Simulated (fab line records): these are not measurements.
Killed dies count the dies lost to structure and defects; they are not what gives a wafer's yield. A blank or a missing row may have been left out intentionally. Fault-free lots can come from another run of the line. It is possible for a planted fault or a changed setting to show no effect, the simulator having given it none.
The tool behind it: which one? | flow n5-finfet | 33 wafers from 11 lots sampled at 4 of the route's 1938 steps

## WHAT EACH GAUGE READ, for each wafer
N5_MIM_TOP_LITHO_CD_MEAS_08: target cd 2000 nm. Usual: cd-nm at 1999.6 nm, with a standard deviation of 1.6.
lot  | measured     | on        | cd-nm (nm)           | flag
L282 | day 11 21:57 | cd-sem-02 | 1999.2 1998.4 1998.8 |
L283 | day 12 08:40 | cd-sem-01 | 1997.8 1999.8 1997.0 |
L284 | day 12 18:45 | cd-sem-01 | 2000.2 2000.3 2001.5 |
L285 | day 13 18:24 | cd-sem-02 | 1998.7 1998.5 1996.4 |
L288 | day 13 10:29 | cd-sem-01 | 2002.3 1999.9 2001.4 |
L290 | day 14 00:21 | cd-sem-03 | 2001.3 2000.5 2002.3 |
L291 | day 14 01:57 | cd-sem-01 | 1997.5 1999.3 2001.0 |
L294 | day 15 20:59 | cd-sem-03 | 2002.3 1999.6 1999.3 |
L299 | day 15 21:14 | cd-sem-01 | 2001.4 2000.2 1998.5 |
L301 | day 16 05:36 | cd-sem-02 | 2001.2 2001.9 1998.1 |
L305 | day 17 20:31 | cd-sem-03 | 1995.5 2002.3 1999.4 |

N5_PASSIVATION_OVL_MEAS_66. Usual: PASS_OPEN_OVL -2 nm, standard deviation 5.3.
lot  | measured     | on         | PASS_OPEN_OVL (nm) | flag
L282 | day 12 05:13 | overlay-02 | -2 3 0             |
L283 | day 12 16:02 | overlay-02 | -7 1 -10           |
L284 | day 13 01:13 | overlay-02 | 5 -2 0             |
L285 | day 14 02:27 | overlay-02 | 7 1 2              |
L288 | day 13 17:32 | overlay-02 | 3 7 -3             |
L290 | day 14 06:22 | overlay-01 | 1 1 -4             |
L291 | day 14 10:48 | overlay-02 | 2 -3 -7            |
L294 | day 16 05:02 | overlay-01 | -2 1 3             |
L299 | day 16 04:10 | overlay-01 | -4 -10 -5          |
L301 | day 16 12:04 | overlay-02 | -14 -7 -4          |
L305 | day 18 02:57 | overlay-02 | -2 -2 -11          |

## TOOL THAT RAN EACH LOT (tool first, then ch and the chambers of the sampled wafers, then the start)
lot  | N5_BEOL_M7_TRENCH_ETCH_37          | N5_MIM_BOT_ETCH_ETCH_00
L282 | rie-diel-02 ch 0,1,2, day 9 02:49  | rie-metal-01 ch 0,1, day 11 23:11
L283 | rie-diel-03 ch 0,2,3, day 9 11:53  | rie-metal-02 ch 0,1, day 12 09:43
L284 | rie-diel-02 ch 0,1, day 10 00:24   | rie-metal-02 ch 1, day 12 19:51
L285 | rie-diel-03 ch 2,3, day 10 07:41   | rie-metal-03 ch 0,1, day 13 19:39
L288 | rie-diel-03 ch 1,2, day 10 11:47   | rie-metal-02 ch 0,1, day 13 11:37
L290 | rie-diel-01 ch 0,1,2, day 10 18:22 | rie-metal-01 ch 0,1, day 14 01:43
L291 | rie-diel-03 ch 0,3, day 11 06:19   | rie-metal-01 ch 0,1, day 14 03:01
L294 | rie-diel-01 ch 0,1,3, day 12 18:50 | rie-metal-01 ch 0,1, day 15 22:04
L299 | rie-diel-03 ch 0,3, day 12 21:16   | rie-metal-02 ch 0,1, day 15 22:27
L301 | rie-diel-03 ch 0,2, day 13 14:48   | rie-metal-01 ch 0,1, day 16 06:42
L305 | rie-diel-01 ch 0,1,3, day 15 01:35 | rie-metal-02 ch 0,1, day 17 21:44
- N5_BEOL_M7_TRENCH_ETCH_37: etches SiCOH lowk in C4F6/O2, target depth 93.478 nm, time 31.2 s.
- N5_MIM_BOT_ETCH_ETCH_00: etches TiN in Cl2/BCl3, target depth 45.5 nm.

## WHAT THE TOOLS THEMSELVES READ (means of the sampled wafers that have a number; where no wafer has one, the mark that the record gives instead)
N5_BEOL_M7_TRENCH_ETCH_37. Usual: bias-w 185.0 W, standard deviation 0.55; drypump-motor-current-A 5.6 A, standard deviation 0.48; oes-product-au 0.75 a.u., standard deviation 0.06; rf-vpp-V 662 V, standard deviation 13; showerhead-plenum-p-Torr 2.89 Torr, standard deviation 0.099; throttle-valve-pct 21.09 %, standard deviation 0.2.
lot  | tool        | bias-w (W) | drypump-motor-current-A (A) | oes-product-au (a.u.) | rf-vpp-V (V) | showerhead-plenum-p-Torr (Torr) | throttle-valve-pct (%) | flag
L282 | rie-diel-02 | 184.8      | 5.4                         | 0.74                  | 663          | 2.74                            | 21.08                  |
L283 | rie-diel-03 | 184.9      | 5.8                         | 0.75                  | 670          | 2.92                            | 20.99                  |
L284 | rie-diel-02 | 185.0      | 5.2                         | 0.72                  | 665          | 2.81                            | 21.08                  |
L285 | rie-diel-03 | 185.0      | 6.0                         | 0.75                  | 684          | 2.96                            | 20.90                  |
L288 | rie-diel-03 | 185.1      | 6.0                         | 0.72                  | 670          | 2.92                            | 20.92                  |
L290 | rie-diel-01 | 185.0      | 5.6                         | 0.81                  | 663          | 2.97                            | 20.95                  |
L291 | rie-diel-03 | 184.6      | 5.5                         | 0.73                  | 658          | 2.87                            | 21.16                  |
L294 | rie-diel-01 | 184.3      | 5.7                         | 0.75                  | 663          | 2.91                            | 21.11                  |
L299 | rie-diel-03 | 185.2      | 5.5                         | 0.72                  | 658          | 2.87                            | 21.18                  |
L301 | rie-diel-03 | 185.2      | 5.7                         | 0.71                  | 658          | 2.87                            | 21.10                  |
L305 | rie-diel-01 | 184.3      | 5.8                         | 0.73                  | 662          | 2.91                            | 21.14                  |

N5_MIM_BOT_ETCH_ETCH_00. Usual: bias-w 125.9 W, standard deviation 0.36; drypump-motor-current-A 5.5 A, standard deviation 0.32; he-backside-leak-sccm 3.31 sccm, standard deviation 0.29; oes-product-au 0.79 a.u., standard deviation 0.059; throttle-valve-pct 21.84 %, standard deviation 0.17.
lot  | tool         | bias-w (W) | drypump-motor-current-A (A) | he-backside-leak-sccm (sccm) | oes-product-au (a.u.) | throttle-valve-pct (%) | flag
L282 | rie-metal-01 | 125.8      | 5.3                         | 3.40                         | 0.83                  | 21.88                  |
L283 | rie-metal-02 | 125.7      | 5.6                         | 3.05                         | 0.79                  | 21.76                  |
L284 | rie-metal-02 | 126.0      | 5.7                         | 3.25                         | 0.88                  | 21.94                  |
L285 | rie-metal-03 | 125.9      | 5.7                         | 3.20                         | 0.77                  | 21.79                  |
L288 | rie-metal-02 | 125.8      | 5.6                         | 3.26                         | 0.82                  | 21.86                  |
L290 | rie-metal-01 | 126.2      | 5.3                         | 3.47                         | 0.81                  | 21.89                  |
L291 | rie-metal-01 | 125.6      | 5.2                         | 3.32                         | 0.79                  | 21.98                  |
L294 | rie-metal-01 | 125.9      | 5.3                         | 3.54                         | 0.79                  | 21.91                  |
L299 | rie-metal-02 | 126.4      | 5.6                         | 3.29                         | 0.80                  | 21.87                  |
L301 | rie-metal-01 | 126.0      | 5.3                         | 3.38                         | 0.80                  | 21.92                  |
L305 | rie-metal-02 | 126.5      | 5.7                         | 3.32                         | 0.79                  | 21.88                  |

## THE ANSWER, worked out from the rows above alone
Rule: take the mean of a lot's wafers that have a number; if it is more than 3 standard deviations from the usual mean, the lot is off. A lot without any number at a reading at which 4 lots or more have one is off too. Any other lot the step has rows for is counted as sound. The gauges are gone through in route order, then the tools' own readings, and for those a lot's mean is taken as printed above. At the first step where some lot is off, the reading lying furthest off is the one used; lots without a number count as furthest.
No lot is off at any reading shown: from this, nothing can be told.

## WHAT THE SIMULATOR HAD PUT IN
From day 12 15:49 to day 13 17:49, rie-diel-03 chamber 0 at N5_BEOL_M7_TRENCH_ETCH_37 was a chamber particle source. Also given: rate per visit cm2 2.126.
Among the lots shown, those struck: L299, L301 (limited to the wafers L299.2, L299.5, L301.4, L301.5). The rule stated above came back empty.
